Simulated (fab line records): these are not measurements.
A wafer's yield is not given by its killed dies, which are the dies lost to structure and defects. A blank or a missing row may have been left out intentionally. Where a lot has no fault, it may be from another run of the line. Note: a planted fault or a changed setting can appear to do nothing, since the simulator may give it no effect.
fab line records	flow n5Finfet
record: lots: 10	wafers: 30	lastDay: 15
route steps=1938 shown BEOL_M6@1232 BEOL_M7@1273
lots with no fault: from the same line, run without faults
startH: hours from the record's first day to the start of the lot's first wafer shown	waitH: hours from the lot's prior step to this one	" unchanged from the row above	L1.1+2: a row that stands for several wafers	- either no value or no given start	* or withheld: withheld	< > ~ a bound
route shown NAME@n: names a module that has steps shown in the file, with the first one's number in the route	usual: the fault-free wafers' mean and standard deviation	same: alike in all rows	chamber/n: place in a boat	sites: the reading at each site	_std_site: standard deviation across them	_edge_site: outer sites' mean less inner sites'	radiusMm: how far each site lies from the wafer's centre	mask NAME#n: copy n	behind: tool/chamber where the wafer was last shaped	hold: why the lot was held/for how many hours/how that ended	device: the n, p or np transistor that did not switch	end of line: the same wafers' tests at the end of the route	where a step has no rows: the recipe by itself	killed: dies that structure and defects cost at the first sort, which is not the same as the wafer's yield	map: per-die view of a wafer (x killed, . not killed, _ where there is no die)
set.NAME: setting as actually run; set.NAME@STEP: the setting as run at that earlier step	model.NAME: the simulator's own value behind a step, which no gauge read
a sample of lots followed through the steps of the route, with each step as a table and each wafer as a row
services: from which hour (startH, from the record's first day; less than 0 if before it) a tool's chamber was out of use, for how many hours, and why
== steps ==
step: N5_BEOL_M6_ETCH_65
recipe: chemistry: CF4	target: SiARC	targetDepthA: 156	maskMaterial: CAR-EUV	timeS: 26	ionEnergyEv: 80	pressureMtorr: 40	sourceW: 545	biasW: 36	Ar_flow_sccm: 100	cf4FlowSccm: 100	ends: cleared
usual: drypumpMotorCurrentA: 5.8/0.37	etchRfOnTimeS: 26.0/0.39	oesProductAu: 0.68/0.074	rfVppV: 183.5/0.96	showerheadPlenumPTorr: 2.10/0.048	throttleValvePct: 15.65/0.28
lot.wafer	tool	chamber	startH	waitH	drypumpMotorCurrentA	etchRfOnTimeS	oesProductAu	rfHoursCounterH	rfVppV	showerheadPlenumPTorr	throttleValvePct
L554.1	rieDiel-02	2	187.73	0.0	6.2	26.5	0.64	185	184.7	2.21	16.05
L554.2	"	3	"	"	6.1	25.9	0.61	199	182.4	2.05	16.16
L554.6	"	1	"	"	5.0	26.4	0.62	-	182.7	2.05	15.68
L555.1	rieDiel-06	3	188.73	0.0	6.2	26.0	0.65	165	182.4	2.06	15.73
L555.4	"	0	"	"	5.8	25.9	0.78	25	183.1	2.10	15.49
L555.5	"	1	"	"	5.9	26.3	0.62	-	182.9	2.13	15.81
L556.1	rieDiel-05	0	193.82	0.0	5.7	25.4	0.72	66	183.0	2.08	15.45
L556.2	"	1	"	"	5.1	25.7	0.80	26	184.1	2.09	15.31
L556.4	"	3	"	"	5.7	25.7	0.61	223	182.9	2.12	15.75
L558.3	rieDiel-02	3	198.00	0.0	6.1	25.9	0.60	203	183.8	2.05	16.19
L558.5	"	3	"	"	6.1	25.7	0.61	-	182.2	2.05	16.18
L558.6	"	0	"	"	5.9	27.1	0.60	-	181.6	2.03	15.80
L557.2	rieDiel-06	2	199.93	0.0	5.9	25.9	0.80	20	184.0	2.10	15.17
L557.5	"	2	"	"	5.9	26.1	0.80	-	183.4	2.10	15.17
L557.6	"	3	"	"	6.2	26.1	0.64	-	183.3	2.06	15.72
L561.1	rieDiel-06	0	242.05	0.0	5.8	25.7	0.76	43	184.4	2.10	15.52
L561.3	"	1	"	"	6.0	26.3	0.62	191	183.1	2.13	15.86
L561.5	"	0	"	"	5.8	26.0	0.75	-	183.3	2.10	15.53
L564.2	rieDiel-05	2	242.32	0.0	6.2	25.8	0.77	27	185.7	2.18	15.58
L564.3	"	3	"	"	5.8	25.7	0.60	241	182.6	2.11	15.79
L564.6	"	2	"	"	6.2	25.6	0.76	-	184.3	2.18	15.58
L563.2	rieDiel-05	3	245.39	0.0	5.7	26.1	0.60	242	184.3	2.11	15.79
L563.5	"	1	"	"	5.1	26.1	0.76	-	183.3	2.09	15.35
L563.6	"	0	"	"	5.7	25.9	0.71	-	184.1	2.08	15.47
L567.1	rieDiel-06	1	247.83	0.0	6.0	26.2	0.61	193	182.9	2.13	15.83
L567.3	"	2	"	"	5.9	25.7	0.77	36	184.9	2.10	15.17
L567.5	"	3	"	"	6.2	25.9	0.64	-	182.3	2.06	15.75
L570.3	rieDiel-06	0	284.33	0.0	5.8	25.6	0.75	56	184.3	2.09	15.54
L570.5	"	1	"	"	6.0	26.1	0.61	-	184.0	2.12	15.86
L570.6	"	2	"	"	5.9	25.7	0.76	-	182.6	2.09	15.22
step: N5_BEOL_M6_DEGAS_44
recipe: ambient: vacuum	tempC: 250	timeS: 60
usual: heaterPowerW: 331/35
lot.wafer	tool	chamber	startH	waitH	heaterPowerW
L554.1	pvdSputter-03	-	188.66	0.3	337
L554.2	"	-	"	"	359
L554.6	"	-	"	"	264
L555.1	pvdSputter-03	-	190.26	0.9	356
L555.4	"	-	"	"	343
L555.5	"	-	"	"	325
L556.1	pvdSputter-01	-	195.02	0.3	325
L556.2	"	-	"	"	400
L556.4	"	-	"	"	332
L558.3	pvdSputter-02	-	199.35	0.6	313
L558.5	"	-	"	"	316
L558.6	"	-	"	"	369
L557.2	pvdSputter-03	-	200.90	0.3	363
L557.5	"	-	"	"	354
L557.6	"	-	"	"	336
L561.1	pvdSputter-01	-	243.20	0.5	345
L561.3	"	-	"	"	392
L561.5	"	-	"	"	348
L564.2	pvdSputter-02	-	245.74	2.7	373
L564.3	"	-	"	"	313
L564.6	"	-	"	"	292
L563.2	pvdSputter-02	-	246.50	0.4	366
L563.5	"	-	"	"	369
L563.6	"	-	"	"	321
L567.1	pvdSputter-03	-	248.79	0.3	269
L567.3	"	-	"	"	332
L567.5	"	-	"	"	337
L570.3	pvdSputter-02	-	285.22	0.2	292
L570.5	"	-	"	"	316
L570.6	"	-	"	"	374
step: N5_BEOL_M7_EXPOSE_08
recipe: maskId: M7	na: 1.35	sourceShape: dipole	sigmaInner: 0.817	sigmaOuter: 0.97	polarization: te	doseMj: 68.25
usual: exposureDoseMJCm2: 68.20/0.065	focusOffsetNm: 0.0/0.52
lot.wafer	tool	chamber	startH	waitH	mask	exposureDoseMJCm2	focusOffsetNm
L554.1	arfiScanner-02	0	192.04	-	M7#0	68.19	-0.2
L554.2	"	0	"	"	M7#0	68.17	0.4
L554.6	"	0	"	"	M7#0	68.05	1.0
L555.1	arfiScanner-03	0	194.87	-	M7#0	68.17	0.9
L555.4	"	0	"	"	M7#0	68.27	0.0
L555.5	"	0	"	"	M7#0	68.18	-1.0
L556.1	arfiScanner-03	0	198.93	-	M7#0	68.15	-0.2
L556.2	"	0	"	"	M7#0	68.27	-0.8
L556.4	"	0	"	"	M7#0	68.14	0.1
L558.3	arfiScanner-03	0	201.95	-	M7#0	68.10	0.7
L558.5	"	0	"	"	M7#0	68.14	0.2
L558.6	"	0	"	"	M7#0	68.21	0.1
L557.2	arfiScanner-01	0	204.87	-	M7#0	68.10	-0.2
L557.5	"	0	"	"	M7#0	68.15	-0.3
L557.6	"	0	"	"	M7#0	68.18	-0.9
L561.1	arfiScanner-01	0	248.67	-	M7#0	68.20	0.1
L561.3	"	0	"	"	M7#0	68.22	0.2
L561.5	"	0	"	"	M7#0	68.18	-0.4
L564.2	arfiScanner-02	0	248.98	-	M7#0	68.28	0.2
L564.3	"	0	"	"	M7#0	68.20	0.0
L564.6	"	0	"	"	M7#0	68.19	-0.3
L563.2	arfiScanner-02	0	249.53	-	M7#0	68.20	0.1
L563.5	"	0	"	"	M7#0	68.17	0.6
L563.6	"	0	"	"	M7#0	68.17	0.2
L567.1	arfiScanner-02	0	252.15	-	M7#0	69.19	-0.4
L567.3	"	0	"	"	M7#0	69.21	0.0
L567.5	"	0	"	"	M7#0	69.11	-0.4
L570.3	arfiScanner-02	0	288.94	-	M7#0	68.88	0.0
L570.5	"	0	"	"	M7#0	68.95	-0.1
L570.6	"	0	"	"	M7#0	68.97	0.2
step: N5_BEOL_M7_STRIP_67
recipe: chemistry: CF4	resist: SiARC	powerW: 300	biasPowerW: 75	pressureMtorr: 50	cf4FlowSccm: 150	rfFrequencyHz: 6e+07
usual: drypumpMotorCurrentA: 5.5/0.44	oesProductAu: 0.82/0.075	rfVppV: 271.5/1.5	showerheadPlenumPTorr: 1.81/0.063	throttleValvePct: 13.53/0.22
lot.wafer	tool	chamber	startH	waitH	drypumpMotorCurrentA	oesProductAu	rfHoursCounterH	rfVppV	showerheadPlenumPTorr	throttleValvePct
L554.1	rieDiel-04	0	192.49	0.0	5.8	0.67	246	272.3	1.85	13.92
L554.2	"	2	"	"	5.7	0.69	232	270.7	1.84	13.86
L554.6	"	2	"	"	5.7	0.69	-	271.0	1.84	13.85
L555.1	rieDiel-01	2	195.32	0.0	5.5	0.69	249	271.2	1.77	13.82
L555.4	"	1	"	"	5.9	0.86	34	273.6	1.90	13.10
L555.5	"	0	"	"	5.0	0.86	-	273.2	1.89	13.42
L556.1	rieDiel-03	3	199.89	0.0	4.8	0.85	56	269.0	1.75	13.66
L556.2	"	1	"	"	5.9	0.86	47	272.1	1.82	13.43
L556.4	"	0	"	"	5.3	0.70	242	269.4	1.70	13.94
L558.3	rieDiel-03	3	202.39	0.0	4.7	0.84	57	270.1	1.75	13.65
L558.5	"	2	"	"	5.4	0.82	-	271.8	1.88	13.80
L558.6	"	3	"	"	4.7	0.85	-	270.2	1.75	13.67
L557.2	rieDiel-04	0	205.77	0.0	5.8	0.68	253	271.4	1.85	13.95
L557.5	"	2	"	"	5.8	0.69	-	272.7	1.84	13.87
L557.6	"	0	"	"	5.8	0.68	-	271.6	1.85	13.93
L561.1	rieDiel-03	0	249.12	0.0	5.2	0.94	3	272.9	1.91	13.39
L561.3	"	3	"	"	4.8	0.83	77	269.2	1.74	13.71
L561.5	"	2	"	"	5.4	0.81	-	273.0	1.88	13.82
L564.2	rieDiel-03	1	249.62	0.0	5.9	0.83	66	271.5	1.82	13.45
L564.3	"	2	"	"	5.4	0.80	106	274.1	1.88	13.82
L564.6	"	1	"	"	5.9	0.83	-	272.6	1.82	13.45
L563.2	rieDiel-03	2	249.98	0.0	5.4	0.81	107	272.0	1.88	13.81
L563.5	"	2	"	"	5.4	0.80	-	274.2	1.88	13.83
L563.6	"	3	"	"	4.7	0.82	-	269.4	1.74	13.72
L567.1	rieDiel-01	1	253.12	0.0	6.0	0.83	57	273.3	1.89	13.18
L567.3	"	2	"	"	5.5	0.93	11	271.1	1.76	13.29
L567.5	"	1	"	"	5.9	0.84	-	272.0	1.89	13.17
L570.3	rieDiel-04	1	289.38	0.0	5.7	0.80	103	270.8	1.74	13.35
L570.5	"	0	"	"	5.8	0.92	-	271.2	1.84	13.41
L570.6	"	3	"	"	6.5	0.70	-	269.8	1.70	13.79
== services ==
tool	chamber	startH	hours	kind
arfiScanner-03	-	165.59	4.9	pm
arfiScanner-03	-	174.95	1.3	pm
rieDiel-04	0	179.56	5.8	repair
rieDiel-05	3	185.11	4.9	repair
rieDiel-04	3	185.77	45.5	repair
arfiScanner-03	-	203.05	2.1	repair
rieDiel-06	2	209.85	1.5	repair
arfiScanner-03	-	210.26	74.2	repair
arfiScanner-02	-	217.32	1.0	pm
arfiScanner-02	-	219.54	3.7	repair
pvdSputter-02	-	222.72	1.7	repair
arfiScanner-02	-	227.53	3.1	pm
arfiScanner-02	-	232.71	0.2	repair
arfiScanner-02	-	239.50	1.3	pm
rieDiel-05	0	246.43	14.1	repair
rieDiel-04	1	246.44	6.6	repair
rieDiel-04	2	248.61	3.7	repair
rieDiel-06	1	249.84	9.5	repair
arfiScanner-02	-	255.88	17.3	pm
rieDiel-06	0	274.73	1.6	repair
rieDiel-06	0	276.83	7.2	repair
arfiScanner-02	-	277.01	1.5	repair
rieDiel-03	3	282.13	10.9	repair
arfiScanner-03	-	284.50	1.0	pm
== key ==
firstSign: step: N5_BEOL_M7_EXPOSE_08	reading: exposureDoseMJCm2	direction: up	sigmas: 13	usual: 68.20	struck: 69.05
effect none on later readings
metAt N5_BEOL_M7_EXPOSE_08
struckLots L567,L570
loopTrim: step: N5_BEOL_M7_EXPOSE_08	setting: dose	lots: L567,L570
notActingAt N5_BEOL_M6_ETCH_65,N5_BEOL_M6_DEGAS_44,N5_BEOL_M7_STRIP_67
onsetBetween 249.53 252.15
fault: kind: processParameterDrift	tool: arfiScanner-02	chamber: -	onsetH: 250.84	steps: N5_BEOL_M7_EXPOSE_08	channel: doseMj	offset: 1.1523	shape: step	actsIn: theseRecipesOnly	stated: 68.25
loopTrim: a control loop set the setting to another value than it would have without faults
